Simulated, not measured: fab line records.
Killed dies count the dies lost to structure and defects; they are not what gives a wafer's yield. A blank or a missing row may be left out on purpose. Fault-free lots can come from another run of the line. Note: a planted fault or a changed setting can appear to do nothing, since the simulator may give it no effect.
Comparing a struck lot with a sound one | flow n5-finfet | 19 steps out of a route of 1938
Sound: these wafers, L153.1, L153.3, L153.6. Struck: wafer L159.4. (L159.6 of the same lot was not struck and is left out.) The cause comes at the end.
Order at every step that has rows: each side's tool, ch and its chambers, its first start. Under that, the readings that differ: sound wafers | struck wafers | difference of the means | sigmas: that difference in standard deviations of wafers without a fault.
alike: same words and numbers on both sides, and readings whose means sit less than 2 such deviations apart. not compared: any withheld reading, any reading some wafer has no value for, any bound like >300 that may hide the same value, and any number with overlapping values for which the record gives no deviation.
Wherever a step has rows on one side only, a row that says differs or no value, or a row with sigmas, the two part there. Numbers that have no deviation but don't overlap get no sigmas and don't part them. A reading missing from all wafers of one side parts the sides only when that side holds two or more wafers.

first, 1 step without rows for these wafers: N5_SDB_STRIP_19 (strips in N2/H2).
N5_SDB_STRIP_21: strips in CF4.
  sound on rie-diel-02 ch 1,3, day 4 10:26; struck on rie-diel-02 ch 3, day 5 20:52
  alike: drypump-motor-current-A, oes-product-au, rf-vpp-V, showerhead-plenum-p-Torr, throttle-valve-pct
  not compared: rf-hours-counter-h
N5_SDB_HM_OPEN_20: chemistry CH3F/O2, target SiNx, stops on poly-Si, target depth 24 nm.
  sound on rie-diel-02 ch 1,3, day 4 10:27; struck on rie-diel-02 ch 3, day 5 20:53
  alike: drypump-motor-current-A, oes-product-au, rf-vpp-V, showerhead-plenum-p-Torr, throttle-valve-pct
  not compared: rf-hours-counter-h
then, 3 steps without rows for these wafers: N5_SDB_STRIP_22 (strips in N2/H2); N5_SDB_PRECLEAN_23 (cleans in dHF, time 30 s); N5_SDB_DUMMY_REMOVE_24 (chemistry TMAH, target poly-Si, stops on SiO2, target depth 142 nm, time 57 s, rinse time 30 s).
N5_SDB_ETCH_25: etches SiO2 in C4F6/O2, target depth 10 nm, time 3.3 s.
  sound on rie-diel-01 ch 0,1,2, day 4 10:45; struck on rie-diel-06 ch 3, day 5 21:13
  reading                     | sound       | struck | difference | sigmas
  drypump-motor-current-A (A) | 5.6 5.0 5.6 | 6.4    | +1.0       | +2
  alike: oes-product-au, rf-vpp-V, showerhead-plenum-p-Torr, throttle-valve-pct
  not compared: rf-hours-counter-h
N5_SDB_CUT_ETCH_26: etches Si in HBr/Cl2/O2, target depth 129.6 nm, bt time 20 s, time 51.8 s.
  sound on rie-si-02 ch 0,1,2, day 4 10:50; struck on rie-si-06 ch 2, day 5 21:16
  alike: drypump-motor-current-A, oes-product-au, throttle-valve-pct
  not compared: rf-hours-counter-h
then, 4 steps without rows for these wafers: N5_SDB_PRECLEAN_38 (cleans in dHF, time 10 s); N5_SDB_PRECLEAN_39 (cleans in O3/DIW, time 45 s); N5_SDB_SRD_28 (time 30 s); N5_SDB_ALD_29 (deposits SiNx, target thk 30 nm, pulse time 1 s, ald cycles 600).
N5_SDB_CMP_30: polishes, stops on poly-Si, t overpolish 1.54 s, target thk 30 nm.
  sound on cmp-04 ch 1,2, day 4 13:47; struck on cmp-04 ch 3, day 6 00:16
  reading                                     | sound          | struck | difference | sigmas
  time-to-endpoint-s (s)                      | 12.7 13.4 12.6 | 31.3   | +18.4      | +7
  model.a-Si_of_DUMMY_GATE_CVD_03.thk-nm (nm) | 65.4 64.6 65.8 | 66.6   | +1.3       |
  alike: motor-current-A, overpolish-run-s
N5_SDB_THK_MEAS_31:
  struck on film-metro-01, day 6 00:29; sound on film-metro-01, day 4 14:02
  alike: SDB_THK
N5_SDB_INSPECT_36: inspects for defects (darkfield).
  struck on defect-inspect-01, day 6 00:31; sound on defect-inspect-02, day 4 14:04
  alike: raw-defect-count
N5_DUMMY_REMOVAL_HM_STRIP_01: strips SiNx in CH3F/O2, stops on poly-Si, target depth 4 nm, time 6.8 s.
  sound on rie-diel-05 ch 1,2, day 4 14:22; struck on rie-diel-04 ch 3, day 6 00:38
  reading                                     | sound          | struck | difference | sigmas
  showerhead-plenum-p-Torr (Torr)             | 2.12 2.13 2.12 | 1.91   | -0.21      | -3
  model.a-Si_of_DUMMY_GATE_CVD_03.thk-nm (nm) | 65.4 64.6 65.8 | 66.6   | +1.3       |
  alike: drypump-motor-current-A, oes-product-au, rf-vpp-V, throttle-valve-pct
  not compared: rf-hours-counter-h
N5_DUMMY_REMOVAL_STRIP_10: strips in N2/H2, time 40 s.
  sound on rie-diel-05 ch 1,2, day 4 14:23; struck on rie-diel-04 ch 3, day 6 00:40
  reading                         | sound          | struck | difference | sigmas
  showerhead-plenum-p-Torr (Torr) | 3.58 3.58 3.58 | 3.24   | -0.34      | -3
  alike: drypump-motor-current-A, oes-product-au, rf-vpp-V, throttle-valve-pct
  not compared: rf-hours-counter-h
-- a jump in the record: the struck wafers' starts before and after are 4 days apart (it breaks off in module DUMMY_REMOVAL and resumes in module BEOL_M4, where the first step shown is number 1111 of the route) --
N5_BEOL_M4_RC_MEAS_101:
  sound on prober-01 ch 0, day 8 17:27; struck on prober-01 ch 0, day 10 11:40
  reading        | sound             | struck | difference | sigmas
  IOFF_P (nA/um) | 0.222 0.185 0.177 | 0.257  | +0.062     | +2
  ION_P (uA/um)  | 466 458 456       | 474    | +14        | +2
  VT_P (mV)      | -249 -252 -253    | -243   | +8         | +3
  alike: DIBL_N, DIBL_P, IOFF_N, ION_N, SS_N, SS_P, VT_N
then, 1 step without rows for these wafers: N5_PASSIVATION_PROBE_49.

WHERE THEY PART
At N5_SDB_ETCH_25 first; at N5_BEOL_M4_RC_MEAS_101 last (within this record only).

WHY: what the simulator had put in
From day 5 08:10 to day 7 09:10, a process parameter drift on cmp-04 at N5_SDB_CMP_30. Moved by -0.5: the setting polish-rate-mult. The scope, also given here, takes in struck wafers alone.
